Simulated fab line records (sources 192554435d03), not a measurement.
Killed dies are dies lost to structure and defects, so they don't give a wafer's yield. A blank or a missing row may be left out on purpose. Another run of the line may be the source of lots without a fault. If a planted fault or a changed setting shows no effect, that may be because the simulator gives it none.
3 desks looking at one fault	flow n5-finfet	what lay behind the numbers comes last; until then each desk has only its own

FOR THE TOOL OWNER'S DESK: krf-scanner-01
The tool's own readings at N5_BEOL_M15_EXPOSE_25 (exposes mask M15, target cd 400 nm): means of the sampled wafers that have a number, for each lot that ran on this tool. The brackets show how far a lot's mean lies from the usual mean; more than 4 standard deviations puts the lot out of limits, marked OUT.
Columns: A = exposure-dose-mJ-cm2 at N5_BEOL_M15_EXPOSE_25, usual 35.46
lot	first seen here	A
L496	day 12 02:51	35.47
L504	day 14 01:35	35.45
L505	day 14 18:19	35.47
This desk's finding: nothing out of limits on any of the 3 lots.

AT THE METROLOGY DESK
What the gauges read for every lot (on any tool): the sampled wafers with a number, averaged. The brackets show how far a lot's mean lies from the usual mean; more than 4 standard deviations puts the lot out of limits, marked OUT. It has 11 readings, of which 7 appear: the earliest out of limits, and the ones furthest out on some lot.
Columns: A = IOFF_N at N5_BEOL_M4_RC_MEAS_101, usual 0.16 nA/um; B = IOFF_P at N5_BEOL_M4_RC_MEAS_101, usual 0.22 nA/um; C = ION_P at N5_BEOL_M4_RC_MEAS_101, usual 465 uA/um; D = SS_P at N5_BEOL_M4_RC_MEAS_101, usual 73.2 mV/dec; E = VT_N at N5_BEOL_M4_RC_MEAS_101, usual 250 mV; F = VT_P at N5_BEOL_M4_RC_MEAS_101, usual -250 mV; G = cd-nm at N5_BEOL_M15_CD_MEAS_28, usual 407.4 nm
lot	first seen here	A	B	C	D	E	F	G
L496	day 8 04:22	0.15	0.20	465	73.4	251	-250	406.7
L495	day 8 04:23	0.15	0.25	475	72.9	252	-246	406.1
L497	day 8 14:21	0.14	0.17	452	72.4	251	-252	406.7
L504	day 10 02:59	0.16	0.26	468	73.2	248	-244	430.9 (+15) OUT
L505	day 10 22:28	0.17	0.22	469	73.5	248	-252	432.5 (+16) OUT
L509	day 11 17:22	0.17	0.24	472	73.8	246	-248	407.9
L512	day 12 05:52	0.21	0.24	465	74.3	245	-250	408.8
L516	day 13 15:16	0.15	0.20	461	72.6	249	-251	407.0
L518	day 14 09:07	0.13	0.15	457	73.0	251	-258	408.8
Finding of this desk: L504, L505 out of limits; the first was L504 at day 14 01:45, on cd-nm at N5_BEOL_M15_CD_MEAS_28. L496, L495, L497, L509, L512, L516, L518 stayed within limits.

THE DEFECT DESK
Per lot, the means of the sampled wafers with a number show what the inspections along the route counted. The brackets show how far a lot's mean lies from the usual mean; more than 4 standard deviations puts the lot out of limits, marked OUT.
Columns: A = raw-defect-count at N5_BEOL_M15_INSPECT_12, usual 2.1
lot	first seen here	A
L496	day 11 23:46	1.0
L495	day 12 01:16	2.3
L497	day 12 12:49	2.7
L504	day 14 00:11	2.0
L505	day 14 16:52	5.0
L509	day 15 13:28	1.7
L512	day 15 13:44	3.7
L516	day 17 07:08	1.7
L518	day 18 01:14	1.7
This desk's finding: nothing out of limits on any of the 9 lots.

TAKEN TOGETHER
On L504, L505, the metrology desk was in a position to raise an alarm at day 14 01:45.
The tool owner's desk saw nothing out of limits.
No out-of-limits result turned up at the defect desk.
Tool owner's desk: L504, L505 on record, inside its limits.
The defect desk has L504, L505 on record, within its limits.
The lots listed all ran N5_BEOL_M15_EXPOSE_25 on krf-scanner-01.

WHAT THE SIMULATOR HAD INSERTED
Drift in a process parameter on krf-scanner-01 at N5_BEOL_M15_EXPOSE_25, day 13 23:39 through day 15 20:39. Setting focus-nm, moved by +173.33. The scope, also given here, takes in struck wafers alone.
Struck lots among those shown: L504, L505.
Per desk, hours elapsed from the start of the fault to the first reading out of limits: for the metrology desk, 2.
